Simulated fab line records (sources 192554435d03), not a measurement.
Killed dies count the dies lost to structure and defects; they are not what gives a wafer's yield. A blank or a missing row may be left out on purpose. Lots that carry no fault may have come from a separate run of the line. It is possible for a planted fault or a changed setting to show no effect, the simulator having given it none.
A lot that was struck, set against a sound lot || flow n5Finfet || 15 steps out of a route of 1938
Sound: wafers L466.2, L466.3, L466.5. Struck: wafer L479.4 (left out: L479.1, L479.2 of the same lot, which were not struck); the cause appears at the end.
Per side, at each step with rows, come the tool, then ch with its chambers, and then its first start. Under that, the readings that differ: sound wafers || struck wafers || difference of the means || sigmas: that difference in standard deviations of wafers without a fault.
alike: a reading whose means differ by less than 2 such deviations, as well as words and numbers matching on both sides. not compared: withheld readings; readings where some wafer has no value; bounds like >300 that might hide an equal value; numbers whose values overlap and for which the record gives no deviation.
The two part at a step that has a row with sigmas, a row that says differs or no value, or rows on one side only. When numbers do not overlap yet have no deviation, they are printed without sigmas and do not part them. Lack of a reading on every wafer of one side parts them only where that side has two or more wafers.

first, 2 steps without rows for these wafers: N5_BEOL_M15_SPUTTER_45 (material Cu, target thk 100 nm, time 16.67 s); N5_BEOL_M15_ECD_47 (material Cu, target thk 1860 nm).
N5_BEOL_M15_ANNEAL_48: time 90 s.
  sound on rtpAnneal-02 ch 0, day 14 00:33; struck on rtpAnneal-02 ch 0, day 19 03:24
  alike: wafer_temp_C_max
N5_BEOL_M15_CMP_49: polishes, stops on SiO2, t overpolish 4.9 s, target thk 850 nm.
  sound on cmp-01 ch 2,3, day 14 00:49; struck on cmp-03 ch 1, day 19 03:50
  alike: barrierFieldEndpointS, motorCurrentA, overpolishRunS
N5_BEOL_M15_THK_MEAS_50: measures by xrf.
  sound on filmMetro-01 at day 14 01:06; struck on filmMetro-01 at day 19 04:08
  alike: M15_THK
then, 1 step without rows for these wafers: N5_BEOL_M15_PRE_CLEAN_52 (time 15 s).
N5_BEOL_M15_DEP_53: deposits SiCN from 3MS/NH3, target thk 50 nm, time 17.8 s.
  sound on pecvd-02 ch 0,2, day 14 01:10; struck on pecvd-04 ch 0, day 19 04:13
{"reading": "rfFwdPowerW (W)", "sound": "660 667 667", "struck": 673, "difference": "+8", "sigmas": "+2"}
  alike: showerheadPlenumPTorr, throttleValvePct
N5_BEOL_M15_RS_MEAS_54: measures by four-point-probe.
  sound on filmMetro-02 at day 14 01:14; struck on filmMetro-02 at day 19 04:17
  alike: M15_RS
N5_BEOL_M15_INSPECT_55: inspects for defects (darkfield).
  sound on defectInspect-01 at day 14 01:16; struck on defectInspect-02 at day 19 04:18
  alike: rawDefectCount
N5_BEOL_M15_RC_MEAS_101:
  sound on prober-01 ch 0, day 14 01:27; struck on prober-02 ch 0, day 19 04:20
{"reading": "COMB_M10 (S/m)", "sound": "1.6e-11 2.4e-11 1.9e-11", "struck": 1.3e-11, "difference": -6.7e-12, "sigmas": -2}
{"reading": "COMB_M11 (S/m)", "sound": "1.25e-11 1.4e-11 1.86e-11", "struck": 2.17e-11, "difference": "+6.67e-12", "sigmas": "+2"}
{"reading": "COMB_M15 (S/m)", "sound": "2.2e-12 2.8e-12 2.5e-12", "struck": 3.7e-12, "difference": "+1.2e-12", "sigmas": "+2"}
{"reading": "SERP_M10 (ohm/um)", "sound": "3.12 3.11 3.13", "struck": 2.93, "difference": -0.19, "sigmas": -3}
{"reading": "SERP_M14 (ohm/um)", "sound": "0.160 0.160 0.157", "struck": 0.166, "difference": "+0.007", "sigmas": "+2"}
{"reading": "SERP_M7 (ohm/um)", "sound": "13.3 13.5 13.4", "struck": 14.3, "difference": "+0.9", "sigmas": "+2"}
  alike: etestTempC, COMB_M10_max_site, COMB_M11_max_site, COMB_M12, COMB_M12_max_site, COMB_M13, COMB_M14, COMB_M15_max_site, COMB_M5, COMB_M6, COMB_M7, COMB_M8, COMB_M8_max_site, COMB_M9, SERP_M11, SERP_M12, SERP_M13, SERP_M5, SERP_M6, SERP_M8, SERP_M9
then, 1 step without rows for these wafers: N5_PASSIVATION_PECVD_00 (deposits SiO2 from SiH4/N2O, target thk 200 nm, time 11.2 s).
N5_MIM_BOT_DEGAS_01: time 60 s.
  sound on pvdSputter-01 at day 14 02:25; struck on pvdSputter-02 at day 19 06:17
  alike: heaterPowerW
N5_MIM_BOT_SPUTTER_00: material TiN, target thk 35 nm, time 89.7 s.
  sound on pvdSputter-01 at day 14 02:27; struck on pvdSputter-02 at day 19 06:20
{"reading": "model.TiN_of_MIM_BOT_SPUTTER_00.thkNm (nm)", "sound": "35.2 35.2 35.6", "struck": 37.6, "difference": "+2.3", "sigmas": ""}
  alike: throttleValvePct
N5_MIM_TOP_ALD_00: deposits Al2O3, purge time 3 s, co reactant pulse time 3 s.
  sound on aldHk-03 ch 0,2,3, day 14 02:33; struck on aldHk-01 ch 0, day 19 06:26
{"reading": "precursorPulseHeightRel", "sound": "1.039 1.007 0.998", "struck": 1.059, "difference": "+0.044", "sigmas": "+2"}
next, for these wafers, 1 step has no rows: N5_PASSIVATION_PROBE_49.

## WHERE THEY PART
Earliest at N5_BEOL_M15_DEP_53; latest, in this record, at N5_MIM_TOP_ALD_00.

WHY: the cause the simulator had injected
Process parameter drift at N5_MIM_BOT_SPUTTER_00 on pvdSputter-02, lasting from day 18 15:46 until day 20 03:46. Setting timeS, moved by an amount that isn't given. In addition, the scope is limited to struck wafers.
